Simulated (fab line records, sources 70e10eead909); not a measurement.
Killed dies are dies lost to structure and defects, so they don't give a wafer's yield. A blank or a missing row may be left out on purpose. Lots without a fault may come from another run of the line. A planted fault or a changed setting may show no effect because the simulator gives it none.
Which tool did it? | flow nand_harc | 12 lots, 36 wafers sampled, at 6 steps of a route of 1302

WHAT THE GAUGES READ, wafer by wafer
NHARC_A_SIN_REMOVE_INSPECT_04.
lot  | measured     | on                | raw_defect_count
L767 | day 20 16:28 | defect_inspect-01 | 360 408 388
L768 | day 21 00:41 | defect_inspect-02 | 416 440 438
L769 | day 22 09:32 | defect_inspect-01 | 340 506 280
L770 | day 22 13:13 | defect_inspect-02 | 374 406 409
L777 | day 24 14:43 | defect_inspect-01 | 442 472 492
L778 | day 25 13:00 | defect_inspect-01 | 1255 1256 1225
L779 | day 26 02:59 | defect_inspect-01 | 308 332 397
L780 | day 26 02:59 | defect_inspect-02 | 1441 1466 1471
L787 | day 29 00:35 | defect_inspect-01 | 382 279 277
L786 | day 29 00:35 | defect_inspect-02 | 423 334 371
L788 | day 29 05:59 | defect_inspect-02 | 429 544 413
L789 | day 30 01:17 | defect_inspect-01 | 459 595 456

NHARC_END_SORT_01.
lot  | measured     | on        | killed_at_array | killed_at_other | killed_at_periphery | killed_dies | killed_open | killed_short
L767 | day 25 01:52 | prober-02 | 84 72 76        | 1 4 0           | 5 6 6               | 90 82 82    | 1 4 5       | 0 2 0
L768 | day 25 09:43 | prober-02 | 74 98 103       | 0 1 1           | 5 3 4               | 79 102 108  | 3 4 1       | 3 1 3
L769 | day 26 17:56 | prober-01 | 35 17 26        | 0 0 1           | 2 3 3               | 37 20 30    | 5 4 5       | 2 4 1
L770 | day 27 02:41 | prober-02 | 73 78 69        | 0 2 0           | 5 4 4               | 78 84 73    | 2 3 4       | 4 3 3
L777 | day 28 15:58 | prober-02 | 59 68 49        | 1 0 1           | 1 4 2               | 61 72 52    | 4 2 3       | 3 1 2
L778 | day 29 09:58 | prober-02 | 124 45 128      | 2 2 1           | 6 5 7               | 132 52 136  | 9 4 6       | 4 3 0
L779 | day 30 02:03 | prober-02 | 72 49 67        | 1 1 0           | 11 7 3              | 84 57 70    | 4 6 5       | 1 5 1
L780 | day 30 02:45 | prober-01 | 76 84 150       | 0 2 0           | 4 2 4               | 80 88 154   | 3 2 4       | 1 2 2
L787 | day 33 02:41 | prober-01 | 27 38 29        | 4 4 5           | 3 2 0               | 34 44 34    | 4 2 3       | 4 3 1
L786 | day 33 09:10 | prober-02 | 65 62 58        | 1 0 0           | 2 1 2               | 68 63 60    | 4 5 3       | 1 6 3
L788 | day 33 13:39 | prober-01 | 67 34 32        | 1 1 0           | 4 1 1               | 72 36 33    | 6 0 1       | 5 3 0
L789 | day 34 05:14 | prober-01 | 68 59 75        | 3 1 1           | 2 1 1               | 73 61 77    | 4 7 2       | 0 0 1

WHICH TOOL RAN EACH LOT (tool, then ch and the chambers of the sampled wafers, then the start)
lot  | NHARC_A_SLIT_DEP_23             | NHARC_A_SLIT_DESCUM_14             | NHARC_A_SLIT_ETCH_17             | NHARC_A_WL_FILL_STRIP_27
L767 | pecvd-01 ch 0,1, day 20 02:46   | rie_diel-12 ch 1,3, day 20 03:37   | har_etch-01 ch 0,1, day 20 06:03 | plasma_asher-02 ch 0,1, day 20 18:15
L768 | pecvd-02 ch 1,2, day 20 10:48   | rie_diel-03 ch 2,3, day 20 11:38   | har_etch-01 ch 0,1, day 20 14:44 | plasma_asher-02 ch 0,1, day 21 06:10
L769 | pecvd-03 ch 0,1,2, day 21 19:48 | rie_diel-03 ch 0,1,2, day 21 20:39 | har_etch-02 ch 0,1, day 21 22:13 | plasma_asher-02 ch 0,1, day 22 11:26
L770 | pecvd-02 ch 0,1, day 21 21:41   | rie_diel-07 ch 0,2,3, day 21 22:26 | har_etch-01 ch 0,1, day 22 02:51 | plasma_asher-02 ch 0,1, day 22 15:00
L777 | pecvd-03 ch 0,2, day 24 01:01   | rie_diel-03 ch 1,2,3, day 24 01:45 | har_etch-02 ch 0,1, day 24 03:37 | plasma_asher-02 ch 0,1, day 24 16:27
L778 | pecvd-02 ch 0,1,2, day 24 23:11 | rie_diel-07 ch 0,1,2, day 24 23:55 | har_etch-01 ch 0,1, day 25 01:11 | plasma_asher-01 ch 0,1, day 25 14:46
L779 | pecvd-03 ch 0,1,2, day 25 12:46 | rie_diel-07 ch 0,1,3, day 25 13:37 | har_etch-02 ch 0,1, day 25 15:16 | plasma_asher-01 ch 0,1, day 26 04:50
L780 | pecvd-02 ch 0,2, day 25 12:47   | rie_diel-12 ch 1,2, day 25 13:46   | har_etch-01 ch 0,1, day 25 16:12 | plasma_asher-01 ch 0,1, day 26 04:58
L787 | pecvd-03 ch 0,1, day 28 10:47   | rie_diel-12 ch 0,1, day 28 11:39   | har_etch-02 ch 0, day 28 12:55   | plasma_asher-02 ch 0,1, day 29 02:20
L786 | pecvd-02 ch 0,1, day 28 10:52   | rie_diel-07 ch 0,3, day 28 11:49   | har_etch-01 ch 0, day 28 13:40   | plasma_asher-01 ch 0,1, day 29 02:39
L788 | pecvd-02 ch 0,2, day 28 16:23   | rie_diel-03 ch 0,1,3, day 28 17:08 | har_etch-01 ch 0,1, day 28 19:36 | plasma_asher-02 ch 0,1, day 29 08:40
L789 | pecvd-03 ch 1,2, day 29 09:25   | rie_diel-07 ch 0,1, day 29 10:16   | har_etch-01 ch 0,1, day 29 13:26 | plasma_asher-02 ch 1, day 30 03:37
- NHARC_A_SLIT_DEP_23: deposits SiON, target thk 100 nm.
- NHARC_A_SLIT_DESCUM_14: chemistry O2, time 3 s.
- NHARC_A_SLIT_ETCH_17: etches the open film in C4F8/O2/Ar, time 4254.5 s, target depth 20300 nm.
- NHARC_A_WL_FILL_STRIP_27: strips in N2/H2, time 20 s.

WHAT THE TOOLS THEMSELVES READ (means of the sampled wafers that have a number; where no wafer has one, the mark that the record gives instead)
NHARC_A_SLIT_DEP_23.
lot  | tool     | heater_power_w (W)
L767 | pecvd-01 | 879
L768 | pecvd-02 | 757
L769 | pecvd-03 | 684
L770 | pecvd-02 | 681
L777 | pecvd-03 | 690
L778 | pecvd-02 | 741
L779 | pecvd-03 | 609
L780 | pecvd-02 | 743
L787 | pecvd-03 | 639
L786 | pecvd-02 | 674
L788 | pecvd-02 | 772
L789 | pecvd-03 | 647

NHARC_A_SLIT_DESCUM_14.
lot  | tool        | drypump_motor_current_A (A) | oes_product_au (a.u.) | rf_vpp_V (V) | showerhead_plenum_p_Torr (Torr) | throttle_valve_pct (%)
L767 | rie_diel-12 | 6.0                         | 1.001                 | 58.4         | 1.92                            | 11.309
L768 | rie_diel-03 | 5.8                         | 1.007                 | 57.9         | 1.80                            | 11.313
L769 | rie_diel-03 | 6.1                         | 1.003                 | 57.2         | 1.87                            | 11.309
L770 | rie_diel-07 | 6.0                         | 1.001                 | 58.0         | 1.97                            | 11.314
L777 | rie_diel-03 | 6.1                         | 0.996                 | 57.1         | 1.83                            | 11.308
L778 | rie_diel-07 | 6.2                         | 0.995                 | 58.3         | 1.99                            | 11.313
L779 | rie_diel-07 | 6.3                         | 0.997                 | 57.9         | 1.99                            | 11.310
L780 | rie_diel-12 | 6.4                         | 0.992                 | 57.5         | 2.00                            | 11.305
L787 | rie_diel-12 | 5.7                         | 1.006                 | 58.4         | 1.92                            | 11.314
L786 | rie_diel-07 | 6.2                         | 0.991                 | 57.6         | 1.98                            | 11.309
L788 | rie_diel-03 | 6.2                         | 1.008                 | 57.9         | 1.86                            | 11.309
L789 | rie_diel-07 | 6.4                         | 1.007                 | 57.8         | 2.01                            | 11.316

NHARC_A_SLIT_ETCH_17.
lot  | tool        | drypump_motor_current_A (A) | showerhead_plenum_p_Torr (Torr) | throttle_valve_pct (%)
L767 | har_etch-01 | 6.0                         | 3.54                            | 32.048
L768 | har_etch-01 | 6.0                         | 3.53                            | 32.046
L769 | har_etch-02 | 5.8                         | 3.82                            | 32.044
L770 | har_etch-01 | 5.5                         | 3.57                            | 32.047
L777 | har_etch-02 | 5.7                         | 3.71                            | 32.047
L778 | har_etch-01 | 6.0                         | 3.50                            | 32.041
L779 | har_etch-02 | 5.8                         | 3.79                            | 32.054
L780 | har_etch-01 | 5.5                         | 3.54                            | 32.052
L787 | har_etch-02 | 5.7                         | 3.59                            | 32.049
L786 | har_etch-01 | 6.4                         | 3.43                            | 32.052
L788 | har_etch-01 | 5.5                         | 3.52                            | 32.047
L789 | har_etch-01 | 6.0                         | 3.47                            | 32.051

NHARC_A_WL_FILL_STRIP_27.
lot  | tool            | drypump_motor_current_A (A) | heater_power_w (W)
L767 | plasma_asher-02 | 4.9                         | 350
L768 | plasma_asher-02 | 4.9                         | 345
L769 | plasma_asher-02 | 5.0                         | 349
L770 | plasma_asher-02 | 5.0                         | 382
L777 | plasma_asher-02 | 5.0                         | 381
L778 | plasma_asher-01 | 5.8                         | 316
L779 | plasma_asher-01 | 5.8                         | 316
L780 | plasma_asher-01 | 5.8                         | 318
L787 | plasma_asher-02 | 5.0                         | 359
L786 | plasma_asher-01 | 6.2                         | 329
L788 | plasma_asher-02 | 5.0                         | 336
L789 | plasma_asher-02 | 5.0                         | 384

THE ANSWER, worked out from the rows above alone
Rule: what is usual is taken from the lots themselves. Put in order of their means at a reading, lots are off if they are a third of the lots or fewer, leave a main group of 4 or more, and stand apart from it by a gap of 3 or more times the standard deviation of the main group's means; of several such gaps the widest counts. A main group whose means are all the same, to the digits that the tables above print for the reading, isn't used. A lot without any number at a reading at which 4 lots or more have one is off too. The other lots that the step has rows for count as sound. The gauges are gone through in route order, then the tools' own readings, and for those a lot's mean is taken as printed above. The first step at which some lot is off is used, and at that step the reading that is off furthest; a lot without a number counts as furthest.
Off: L778, L780, at NHARC_A_SIN_REMOVE_INSPECT_04 (raw_defect_count). The main group: mean 406, standard deviation 56.
A tool fits if, at a process step before that reading, it ran every lot that is off, and no sound lot after the first of them. The gauges at NHARC_A_SIN_REMOVE_INSPECT_04 aren't tried: what is off there is off at NHARC_A_WL_FILL_STRIP_27 too, on other tools, and a gauge's error can't cause that. None of those tried fits.

WHAT THE SIMULATOR HAD PUT IN
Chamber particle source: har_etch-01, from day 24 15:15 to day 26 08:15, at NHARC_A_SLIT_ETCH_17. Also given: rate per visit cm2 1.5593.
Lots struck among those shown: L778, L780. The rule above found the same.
